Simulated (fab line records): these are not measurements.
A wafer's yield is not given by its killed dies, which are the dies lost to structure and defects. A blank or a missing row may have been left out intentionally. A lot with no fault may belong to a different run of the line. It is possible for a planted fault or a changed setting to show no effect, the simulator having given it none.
Matching of chambers || flow n5Finfet || N5_BEOL_M14_ETCH_67 on rieDiel-02: 4 sister chambers
The step etches SiARC in CF4, target depth 143 nm, time 238.3 s. 8 wafers are shown with their chamber, then 9 later ones without.

## WAFERS WITH THEIR CHAMBER
{"wafer": "L083.4", "chamber": 1, "drypumpMotorCurrentA (A)": 5.2, "showerheadPlenumPTorr (Torr)": 2.13}
{"wafer": "L085.5", "chamber": 3, "drypumpMotorCurrentA (A)": 5.1, "showerheadPlenumPTorr (Torr)": 2.20}
{"wafer": "L084.2", "chamber": 2, "drypumpMotorCurrentA (A)": 5.3, "showerheadPlenumPTorr (Torr)": 2.03}
{"wafer": "L084.5", "chamber": 3, "drypumpMotorCurrentA (A)": 5.1, "showerheadPlenumPTorr (Torr)": 2.19}
{"wafer": "L084.6", "chamber": 2, "drypumpMotorCurrentA (A)": 5.3, "showerheadPlenumPTorr (Torr)": 2.03}
{"wafer": "L089.1", "chamber": 0, "drypumpMotorCurrentA (A)": 6.1, "showerheadPlenumPTorr (Torr)": 2.04}
{"wafer": "L089.4", "chamber": 1, "drypumpMotorCurrentA (A)": 5.3, "showerheadPlenumPTorr (Torr)": 2.13}
{"wafer": "L089.6", "chamber": 0, "drypumpMotorCurrentA (A)": 6.1, "showerheadPlenumPTorr (Torr)": 2.04}

## WAFERS WITH NO CHAMBER GIVEN
{"wafer": "L087.2", "drypumpMotorCurrentA (A)": 5.2, "showerheadPlenumPTorr (Torr)": 2.13}
{"wafer": "L087.3", "drypumpMotorCurrentA (A)": 5.1, "showerheadPlenumPTorr (Torr)": 2.19}
{"wafer": "L087.6", "drypumpMotorCurrentA (A)": 6.2, "showerheadPlenumPTorr (Torr)": 2.04}
{"wafer": "L090.3", "drypumpMotorCurrentA (A)": 6.1, "showerheadPlenumPTorr (Torr)": 2.04}
{"wafer": "L090.4", "drypumpMotorCurrentA (A)": 5.1, "showerheadPlenumPTorr (Torr)": 2.19}
{"wafer": "L090.6", "drypumpMotorCurrentA (A)": 6.1, "showerheadPlenumPTorr (Torr)": 2.04}
{"wafer": "L097.3", "drypumpMotorCurrentA (A)": 6.1, "showerheadPlenumPTorr (Torr)": 2.03}
{"wafer": "L097.4", "drypumpMotorCurrentA (A)": 5.2, "showerheadPlenumPTorr (Torr)": 2.12}
{"wafer": "L097.5", "drypumpMotorCurrentA (A)": 6.2, "showerheadPlenumPTorr (Torr)": 2.03}

## WHICH CHAMBER EACH WENT THROUGH
{"wafer": "L087.2", "from the rows above": 1, "in truth": 1}
{"wafer": "L087.3", "from the rows above": 3, "in truth": 3}
{"wafer": "L087.6", "from the rows above": 0, "in truth": 0}
{"wafer": "L090.3", "from the rows above": 0, "in truth": 0}
{"wafer": "L090.4", "from the rows above": 3, "in truth": 3}
{"wafer": "L090.6", "from the rows above": 0, "in truth": 0}
{"wafer": "L097.3", "from the rows above": 0, "in truth": 0}
{"wafer": "L097.4", "from the rows above": 1, "in truth": 1}
{"wafer": "L097.5", "from the rows above": 0, "in truth": 0}
9 of 9 placed correctly. From these rows, 0 cannot be placed. Number placed wrongly: 0.
How it was worked out, from the rows above alone: a wafer's distance from a chamber is the root of the sum, over the readings, of the square of ((its reading less the chamber's mean) divided by the reading's scatter). The wafer belongs to the nearest chamber; if the next one is less than 2 further off, it can't be placed. A chamber's mean is the mean of its shown wafers. How the scatter is found: for the shown wafers, subtract from each reading the mean of its chamber, square and add these, divide the total by (wafers less chambers), then take the root.
